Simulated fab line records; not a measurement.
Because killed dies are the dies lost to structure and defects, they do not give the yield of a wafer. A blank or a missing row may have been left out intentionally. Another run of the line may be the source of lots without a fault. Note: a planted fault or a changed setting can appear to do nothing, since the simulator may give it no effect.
fab line records | flow n5Finfet
record: lots: 7 | wafers: 39
route steps=1938 shown FIN_SAQP@116 DUMMY_GATE@228 SD_EPI_N@293 HKMG_FIN@406
startH: hours from the record's opening day to when the first of the lot's shown wafers began | waitH: how many hours have passed since the lot's step before this one | " as in the row above | L1.1+2: several wafers, shown together as one row | - no value, or no start was given | * or withheld: withheld | < > ~ a bound
route shown NAME@n: NAME is a module with steps in the file, n the number in the route of the first one | usual: mean and standard deviation over wafers with no fault | same: alike in all rows | chamber/n: place in a boat | sites: the reading at each site | _std_site: the values' standard deviation | _edge_site: the outer-site mean with the inner-site mean subtracted | radiusMm: how far each site lies from the wafer's centre | mask NAME#n: copy n | behind: tool/chamber where the wafer was last shaped | hold: why the lot went on hold/how many hours it stayed there/how the hold came to an end | device: the transistor (n, p or np) that didn't switch | end of line: the route-end tests of the same wafers | step lacking rows: just its recipe | killed: dies that structure and defects cost at the first sort, which is not the same as the wafer's yield | map: a wafer's dies, marking killed ones x, the rest . and places with no die _
set.NAME: setting as actually run; set.NAME@STEP: the setting as run at that earlier step | model.NAME: the simulator's own value behind a step, which no gauge read
lots whose settings were changed on purpose; a table a step, a row a wafer
== steps ==
step: N5_FIN_SAQP_ETCH_52
recipe: chemistry: N2/H2 | target: SOC | targetDepthA: 1000 | overetchA: 200 | maskMaterial: SiARC | tempC: 40 | timeS: 150 | ionEnergyEv: 200 | pressureMtorr: 30 | sourceW: 840 | biasW: 150 | n2FlowSccm: 200 | h2FlowSccm: 200 | ends: endPoint
usual: rfVppV: 523.5/1.8
lot.wafer | tool       | chamber | startH | waitH | set.sourceW | rfVppV
L077.1    | rieDiel-03 | 3       | 39.88  | 0.0   | 840         | 524.3
L077.2    | "          | 2       | "      | "     | 840         | 525.3
L077.3    | "          | 0       | "      | "     | 840         | 525.3
L077.4    | "          | 1       | "      | "     | 941.1       | 507.0
L077.5    | "          | 3       | "      | "     | 941.1       | 503.9
L077.6    | "          | 2       | "      | "     | 941.1       | 506.1
L082.1    | rieDiel-03 | 1       | 69.58  | 0.0   | 840         | 525.1
L082.2    | "          | 2       | "      | "     | 840         | 525.2
L082.3    | "          | 3       | "      | "     | 840         | 523.5
L082.4    | "          | 0       | "      | "     | 840         | 524.0
L082.5    | "          | 3       | "      | "     | 840         | 524.0
L082.6    | "          | 0       | "      | "     | 840         | 524.3
L088.1    | rieDiel-04 | 2       | 106.44 | 0.0   | 840         | 521.8
L088.4    | "          | 1       | "      | "     | 840         | 522.7
L088.5    | "          | 0       | "      | "     | 840         | 524.2
L089.1    | rieDiel-04 | 1       | 112.43 | 0.0   | 986.6       | 494.9
L089.2    | "          | 3       | "      | "     | 986.6       | 493.8
L089.3    | "          | 2       | "      | "     | 840         | 520.3
L089.4    | "          | 0       | "      | "     | 840         | 524.7
L089.5    | "          | 3       | "      | "     | 840         | 520.5
L089.6    | "          | 2       | "      | "     | 986.6       | 494.3
L095.1    | rieDiel-04 | 1       | 148.43 | 0.0   | 840         | 522.2
L095.2    | "          | 2       | "      | "     | 840         | 521.9
L095.3    | "          | 0       | "      | "     | 840         | 524.0
L095.4    | "          | 3       | "      | "     | 840         | 519.5
L095.5    | "          | 3       | "      | "     | 840         | 522.2
L095.6    | "          | 0       | "      | "     | 840         | 523.5
L096.1    | rieDiel-03 | 2       | 154.24 | 0.0   | 716.7       | 553.1
L096.2    | "          | 0       | "      | "     | 840         | 523.5
L096.3    | "          | 1       | "      | "     | 716.7       | 553.0
L096.4    | "          | 3       | "      | "     | 716.7       | 551.7
L096.5    | "          | 3       | "      | "     | 840         | 522.2
L096.6    | "          | 0       | "      | "     | 840         | 525.4
L097.1    | rieDiel-01 | 3       | 160.19 | 0.0   | 988.3       | 499.3
L097.2    | "          | 2       | "      | "     | 988.3       | 494.7
L097.3    | "          | 1       | "      | "     | 840         | 523.5
L097.4    | "          | 0       | "      | "     | 840         | 520.3
L097.5    | "          | 0       | "      | "     | 988.3       | 491.7
L097.6    | "          | 3       | "      | "     | 840         | 527.3
step: N5_DUMMY_GATE_EXPOSE_12
recipe: maskId: GATE | na: 0.33 | sourceShape: annular | sigmaInner: 0.2 | sigmaOuter: 0.6 | polarization: unpolarized | targetCdNm: 25 | doseMj: 34
lot.wafer        | tool          | chamber | startH | waitH | mask   | set.doseMj
L077.1+3+6       | euvScanner-01 | 0       | 64.19  | -     | GATE#0 | 34
L077.2+4+5       | "             | 0       | "      | "     | GATE#0 | 35.26
L082.1+2+5       | euvScanner-02 | 0       | 92.87  | -     | GATE#0 | 34
L082.3+4+6       | "             | 0       | "      | "     | GATE#0 | 32.98
L088.1+4+5       | euvScanner-02 | 0       | 131.68 | -     | GATE#0 | 34
L089.1+3+5       | euvScanner-01 | 0       | 137.45 | -     | GATE#0 | 36.22
L089.2+4+6       | "             | 0       | "      | "     | GATE#0 | 34
L095.1+2+4       | euvScanner-01 | 0       | 172.98 | -     | GATE#0 | 34.97
L095.3+5+6       | "             | 0       | "      | "     | GATE#0 | 34
L096.1+2+4       | euvScanner-01 | 0       | 179.41 | -     | GATE#0 | 36.45
L096.3+5+6       | "             | 0       | "      | "     | GATE#0 | 34
L097.1+2+3+4+5+6 | euvScanner-01 | 0       | 183.61 | -     | GATE#0 | 34
step: N5_DUMMY_GATE_PEB_13
recipe: pebTempC: 100 | pebTimeS: 60 | resist: CAR-EUV
step: N5_DUMMY_GATE_DEVELOP_14
recipe: developTimeS: 30 | developer: TMAH | resist: CAR-EUV | rinseLiquid: surfactantRinse | dry: airSpin | devTempC: 23
step: N5_DUMMY_GATE_CD_MEAS_15
recipe: targetCdNm: 25.8 | landingEnergyEv: 500 | detector: seInlens
usual: cdNm: 24.96/0.22
lot.wafer | tool     | chamber | startH | waitH | set.doseMj@DUMMY_GATE_EXPOSE_12 | cdNm
L077.1    | cdSem-02 | 0       | 64.32  | -     | 34                              | 24.88
L077.2    | "        | 0       | "      | "     | 35.26                           | 24.37
L077.3    | "        | 0       | "      | "     | 34                              | 24.87
L077.4    | "        | 0       | "      | "     | 35.26                           | 24.52
L077.5    | "        | 0       | "      | "     | 35.26                           | 24.73
L077.6    | "        | 0       | "      | "     | 34                              | 25.29
L082.1    | cdSem-01 | 0       | 92.99  | -     | 34                              | 24.93
L082.2    | "        | 0       | "      | "     | 34                              | 24.66
L082.3    | "        | 0       | "      | "     | 32.98                           | 25.30
L082.4    | "        | 0       | "      | "     | 32.98                           | 25.34
L082.5    | "        | 0       | "      | "     | 34                              | 24.82
L082.6    | "        | 0       | "      | "     | 32.98                           | 25.35
L088.1    | cdSem-01 | 0       | 131.80 | -     | 34                              | 24.75
L088.4    | "        | 0       | "      | "     | 34                              | 25.03
L088.5    | "        | 0       | "      | "     | 34                              | 24.53
L089.1    | cdSem-02 | 0       | 137.58 | -     | 36.22                           | 23.39
L089.2    | "        | 0       | "      | "     | 34                              | 25.28
L089.3    | "        | 0       | "      | "     | 36.22                           | 23.74
L089.4    | "        | 0       | "      | "     | 34                              | 24.75
L089.5    | "        | 0       | "      | "     | 36.22                           | 23.63
L089.6    | "        | 0       | "      | "     | 34                              | 25.02
L095.1    | cdSem-03 | 0       | 173.11 | -     | 34.97                           | 24.54
L095.2    | "        | 0       | "      | "     | 34.97                           | 24.51
L095.3    | "        | 0       | "      | "     | 34                              | 25.13
L095.4    | "        | 0       | "      | "     | 34.97                           | 24.29
L095.5    | "        | 0       | "      | "     | 34                              | 24.70
L095.6    | "        | 0       | "      | "     | 34                              | 25.41
L096.1    | cdSem-02 | 0       | 179.54 | -     | 36.45                           | 23.64
L096.2    | "        | 0       | "      | "     | 36.45                           | 23.72
L096.3    | "        | 0       | "      | "     | 34                              | 25.01
L096.4    | "        | 0       | "      | "     | 36.45                           | 23.60
L096.5    | "        | 0       | "      | "     | 34                              | 25.45
L096.6    | "        | 0       | "      | "     | 34                              | 24.82
L097.1    | cdSem-02 | 0       | 183.74 | -     | 34                              | 24.62
L097.2    | "        | 0       | "      | "     | 34                              | 24.78
L097.3    | "        | 0       | "      | "     | 34                              | 24.85
L097.4    | "        | 0       | "      | "     | 34                              | 24.94
L097.5    | "        | 0       | "      | "     | 34                              | 24.83
L097.6    | "        | 0       | "      | "     | 34                              | 24.59
step: N5_DUMMY_GATE_ETCH_37
recipe: chemistry: N2/H2 | target: SOC | targetDepthA: 600 | overetchA: 300 | tempC: 40 | ionEnergyEv: 200 | pressureMtorr: 30 | sourceW: 840 | biasW: 150 | n2FlowSccm: 200 | h2FlowSccm: 200
usual: rfVppV: 523/3
lot.wafer | tool       | chamber | startH | waitH | set.sourceW | rfVppV
L077.1    | rieDiel-02 | 1       | 64.98  | 0.0   | 840         | 520
L077.2    | "          | 3       | "      | "     | 840         | 522
L077.3    | "          | 0       | "      | "     | 840         | 523
L077.4    | "          | 2       | "      | "     | 840         | 527
L077.5    | "          | 1       | "      | "     | 840         | 521
L077.6    | "          | 0       | "      | "     | 840         | 526
L082.1    | rieDiel-02 | 2       | 93.30  | 0.0   | 840         | 528
L082.2    | "          | 1       | "      | "     | 936.2       | 503
L082.3    | "          | 0       | "      | "     | 840         | 523
L082.4    | "          | 1       | "      | "     | 936.2       | 502
L082.5    | "          | 0       | "      | "     | 840         | 525
L082.6    | "          | 2       | "      | "     | 936.2       | 510
L088.1    | rieDiel-06 | 2       | 132.56 | 0.0   | 840         | 528
L088.4    | "          | 1       | "      | "     | 840         | 520
L088.5    | "          | 2       | "      | "     | 840         | 526
L089.1    | rieDiel-05 | 2       | 137.86 | 0.0   | 840         | 519
L089.2    | "          | 1       | "      | "     | 840         | 521
L089.3    | "          | 3       | "      | "     | 840         | 527
L089.4    | "          | 0       | "      | "     | 840         | 522
L089.5    | "          | 3       | "      | "     | 840         | 526
L089.6    | "          | 2       | "      | "     | 840         | 519
L095.1    | rieDiel-02 | 0       | 173.39 | 0.0   | 840         | 524
L095.2    | "          | 2       | "      | "     | 887         | 518
L095.3    | "          | 3       | "      | "     | 840         | 523
L095.4    | "          | 1       | "      | "     | 887         | 512
L095.5    | "          | 2       | "      | "     | 840         | 527
L095.6    | "          | 1       | "      | "     | 887         | 511
L096.1    | rieDiel-05 | 3       | 179.82 | 0.0   | 840         | 527
L096.2    | "          | 1       | "      | "     | 840         | 519
L096.3    | "          | 0       | "      | "     | 840         | 524
L096.4    | "          | 2       | "      | "     | 840         | 519
L096.5    | "          | 1       | "      | "     | 840         | 520
L096.6    | "          | 0       | "      | "     | 840         | 522
L097.1    | rieDiel-02 | 3       | 184.02 | 0.0   | 840         | 521
L097.2    | "          | 1       | "      | "     | 840         | 520
L097.3    | "          | 0       | "      | "     | 840         | 522
L097.4    | "          | 2       | "      | "     | 699.1       | 561
L097.5    | "          | 3       | "      | "     | 699.1       | 555
L097.6    | "          | 2       | "      | "     | 699.1       | 559
step: N5_DUMMY_GATE_ETCH_31
recipe: chemistry: C4F6/O2 | target: SiO2 | maskMaterial: SOC | targetDepthA: 825 | timeS: 27.5 | ionEnergyEv: 250 | pressureMtorr: 30 | sourceW: 345 | biasW: 185 | Ar_flow_sccm: 300 | C4F6_flow_sccm: 10 | O2_flow_sccm: 10
lot.wafer | tool       | chamber | startH | waitH | set.targetDepthA | model.etch.depthNm | model.SOC_of_DUMMY_GATE_COAT_34.thkNm
L077.1    | rieDiel-06 | 0       | 65.25  | 0.0   | 825              | 80.76              | 51.8
L077.2    | "          | 3       | "      | "     | 825              | 84.75              | 51.6
L077.3    | "          | 1       | "      | "     | 825              | 82.18              | 51.8
L077.4    | "          | 2       | "      | "     | 825              | 82.16              | 51.8
L077.5    | "          | 1       | "      | "     | 825              | 82.33              | 51.8
L077.6    | "          | 0       | "      | "     | 825              | 80.57              | 51.8
L082.1    | rieDiel-06 | 0       | 93.58  | 0.0   | 742.6            | 72.08              | 52.4
L082.2    | "          | 3       | "      | "     | 742.6            | 75.71              | 52.2
L082.3    | "          | 2       | "      | "     | 825              | 82.06              | 51.6
L082.4    | "          | 1       | "      | "     | 825              | 82.26              | 51.6
L082.5    | "          | 2       | "      | "     | 825              | 81.96              | 51.8
L082.6    | "          | 3       | "      | "     | 742.6            | 76.14              | 52.4
L088.1    | rieDiel-02 | 2       | 133.02 | 0.1   | 825              | 82.41              | 52
L088.4    | "          | 1       | "      | "     | 825              | 84                 | 51.6
L088.5    | "          | 0       | "      | "     | 825              | 80.97              | 51.6
L089.1    | rieDiel-05 | 2       | 138.14 | 0.0   | 853.6            | 84.45              | 51
L089.2    | "          | 0       | "      | "     | 825              | 86.64              | 51.4
L089.3    | "          | 1       | "      | "     | 853.6            | 90.09              | 50.4
L089.4    | "          | 3       | "      | "     | 853.6            | 83.51              | 51.6
L089.5    | "          | 3       | "      | "     | 825              | 81.09              | 51.8
L089.6    | "          | 0       | "      | "     | 825              | 87.26              | 51.2
L095.1    | rieDiel-06 | 1       | 173.77 | 0.1   | 745.1            | 73.79              | 52.6
L095.2    | "          | 0       | "      | "     | 745.1            | 72.47              | 52.6
L095.3    | "          | 3       | "      | "     | 745.1            | 75.96              | 52.6
L095.4    | "          | 2       | "      | "     | 825              | 82.17              | 51.8
L095.5    | "          | 3       | "      | "     | 825              | 83.83              | 51.8
L095.6    | "          | 2       | "      | "     | 825              | 82.38              | 52
L096.1    | rieDiel-05 | 2       | 180.24 | 0.1   | 731.3            | 72.51              | 52.6
L096.2    | "          | 1       | "      | "     | 825              | 86.74              | 51
L096.3    | "          | 0       | "      | "     | 731.3            | 76.87              | 52.4
L096.4    | "          | 3       | "      | "     | 825              | 79.8               | 51.8
L096.5    | "          | 0       | "      | "     | 825              | 86.77              | 51.4
L096.6    | "          | 3       | "      | "     | 731.3            | 70.8               | 53
L097.1    | rieDiel-06 | 2       | 184.29 | 0.0   | 825              | 82.03              | 51.8
L097.2    | "          | 0       | "      | "     | 825              | 80.5               | 51.8
L097.3    | "          | 3       | "      | "     | 740.3            | 74.28              | 52.6
L097.4    | "          | 1       | "      | "     | 740.3            | 72.57              | 52.6
L097.5    | "          | 0       | "      | "     | 740.3            | 72.18              | 52.8
L097.6    | "          | 3       | "      | "     | 825              | 82.71              | 51.8
step: N5_SD_EPI_N_LINER_46
recipe: material: SiNx | targetThkA: 30 | tempC: 400 | aldPrecursorFamily: SiH2I2 | aldCoReactant: N2/H2-plasma | pressureTorr: 2
lot.wafer        | tool      | chamber     | startH | waitH | set.targetThkA | model.SiNx_of_SD_EPI_N_LINER_46.thkNm
L077.1+4+6       | aldSin-01 | 3,1,0       | 72.12  | 0.5   | 34.76          | 3.4
L077.2+3+5       | "         | 0,2,1       | "      | "     | 30             | 3
L082.1+3+4       | aldSin-01 | 1,0,3       | 101.50 | 0.6   | 30             | 3
L082.2+5+6       | "         | 2,1,2       | "      | "     | 26.07          | 2.6
L088.1+4+5       | aldSin-02 | 2,0,3       | 139.19 | 0.2   | 30             | 3
L089.1+4+5       | aldSin-01 | 0,1,0       | 145.04 | 0.5   | 30             | 3
L089.2+3         | "         | 3,2         | "      | "     | 31.29          | 3.2
L089.6           | "         | 3           | "      | "     | 31.29          | 3
L095.1+4+6       | aldSin-01 | 0,3,3       | 180.42 | 0.3   | 30             | 3
L095.2+3+5       | "         | 1,2,2       | "      | "     | 32.04          | 3.2
L096.1+2+3+4+5+6 | aldSin-01 | 1,2,0,2,0,1 | 186.67 | 0.2   | 30             | 3
L097.1+2+4       | aldSin-01 | 1,3,0       | 191.21 | 0.8   | 30             | 3
L097.3+5         | "         | 2           | "      | "     | 31.35          | 3.2
L097.6           | "         | 3           | "      | "     | 31.35          | 3
step: N5_HKMG_FIN_ETCH_58
recipe: chemistry: N2/H2 | target: SOC | targetDepthA: 2158 | ionEnergyEv: 50 | biasW: 13 | timeS: 741 | pressureMtorr: 30 | sourceW: 875 | n2FlowSccm: 200 | h2FlowSccm: 200
usual: rfVppV: 98.9/0.9
lot.wafer | tool       | chamber | startH | waitH | set.biasW | rfVppV
L077.1    | rieDiel-04 | 2       | 90.08  | 0.0   | 13        | 96.9
L077.2    | "          | 0       | "      | "     | 14.15     | 104.2
L077.3    | "          | 3       | "      | "     | 13        | 97.7
L077.4    | "          | 3       | "      | "     | 13        | 99.5
L077.5    | "          | 2       | "      | "     | 14.15     | 104.9
L077.6    | "          | 0       | "      | "     | 14.15     | 105.1
L082.1    | rieDiel-04 | 2       | 120.11 | 0.0   | 13        | 98.5
L082.2    | "          | 3       | "      | "     | 13        | 97.5
L082.3    | "          | 0       | "      | "     | 13        | 99.2
L082.4    | "          | 1       | "      | "     | 13        | 97.7
L082.5    | "          | 0       | "      | "     | 13        | 99.6
L082.6    | "          | 3       | "      | "     | 13        | 99.6
L088.1    | rieDiel-04 | 1       | 157.46 | 0.0   | 13        | 99.5
L088.4    | "          | 2       | "      | "     | 13        | 99.3
L088.5    | "          | 2       | "      | "     | 13        | 99.3
L089.1    | rieDiel-03 | 0       | 164.01 | 0.0   | 14.54     | 106.6
L089.2    | "          | 1       | "      | "     | 14.54     | 107.1
L089.3    | "          | 3       | "      | "     | 13        | 97.8
L089.4    | "          | 2       | "      | "     | 13        | 99.2
L089.5    | "          | 2       | "      | "     | 13        | 100.6
L089.6    | "          | 3       | "      | "     | 14.54     | 107.5
L095.1    | rieDiel-01 | 1       | 199.53 | 0.0   | 10.74     | 88.0
L095.2    | "          | 3       | "      | "     | 10.74     | 89.0
L095.3    | "          | 2       | "      | "     | 13        | 97.1
L095.4    | "          | 0       | "      | "     | 13        | 99.3
L095.5    | "          | 0       | "      | "     | 13        | 97.4
L095.6    | "          | 1       | "      | "     | 10.74     | 88.2
L096.1    | rieDiel-01 | 2       | 205.09 | 0.0   | 13        | 98.6
L096.2    | "          | 3       | "      | "     | 13        | 99.3
L096.3    | "          | 0       | "      | "     | 13.78     | 101.1
L096.4    | "          | 2       | "      | "     | 13.78     | 102.9
L096.5    | "          | 0       | "      | "     | 13        | 98.1
L096.6    | "          | 3       | "      | "     | 13.78     | 102.4
L097.1    | rieDiel-03 | 3       | 209.43 | 0.0   | 13        | 98.7
L097.2    | "          | 2       | "      | "     | 12.08     | 93.6
L097.3    | "          | 0       | "      | "     | 13        | 97.7
L097.4    | "          | 1       | "      | "     | 12.08     | 93.8
L097.5    | "          | 0       | "      | "     | 13        | 99.0
L097.6    | "          | 1       | "      | "     | 12.08     | 95.8
== key ==
split: step: N5_FIN_SAQP_ETCH_52 | setting: sourceW | stated: 840 | by: wafer
response: step: N5_FIN_SAQP_ETCH_52 | reading: rfVppV | change: -1.68 | per: 1% | r: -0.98
split: step: N5_DUMMY_GATE_EXPOSE_12 | setting: doseMj | stated: 34 | by: wafer
response: step: N5_DUMMY_GATE_CD_MEAS_15 | reading: cdNm | change: -0.198 | per: 1% | r: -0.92
split: step: N5_DUMMY_GATE_ETCH_37 | setting: sourceW | stated: 840 | by: wafer
response: step: N5_DUMMY_GATE_ETCH_37 | reading: rfVppV | change: -2.08 | per: 1% | r: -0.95
split: step: N5_DUMMY_GATE_ETCH_31 | setting: targetDepthA | stated: 825 | by: wafer
response: step: N5_DUMMY_GATE_ETCH_31 | reading: model.etch.depthNm | change: +0.858 | per: 1% | r: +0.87
response: step: N5_DUMMY_GATE_ETCH_31 | reading: model.SOC_of_DUMMY_GATE_COAT_34.thkNm | change: -0.0879 | per: 1% | r: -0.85
split: step: N5_SD_EPI_N_LINER_46 | setting: targetThkA | stated: 30 | by: wafer
response: step: N5_SD_EPI_N_LINER_46 | reading: model.SiNx_of_SD_EPI_N_LINER_46.thkNm | change: +0.0278 | per: 1% | r: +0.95
split: step: N5_HKMG_FIN_ETCH_58 | setting: biasW | stated: 13 | by: wafer
response: step: N5_HKMG_FIN_ETCH_58 | reading: rfVppV | change: +0.607 | per: 1% | r: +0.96
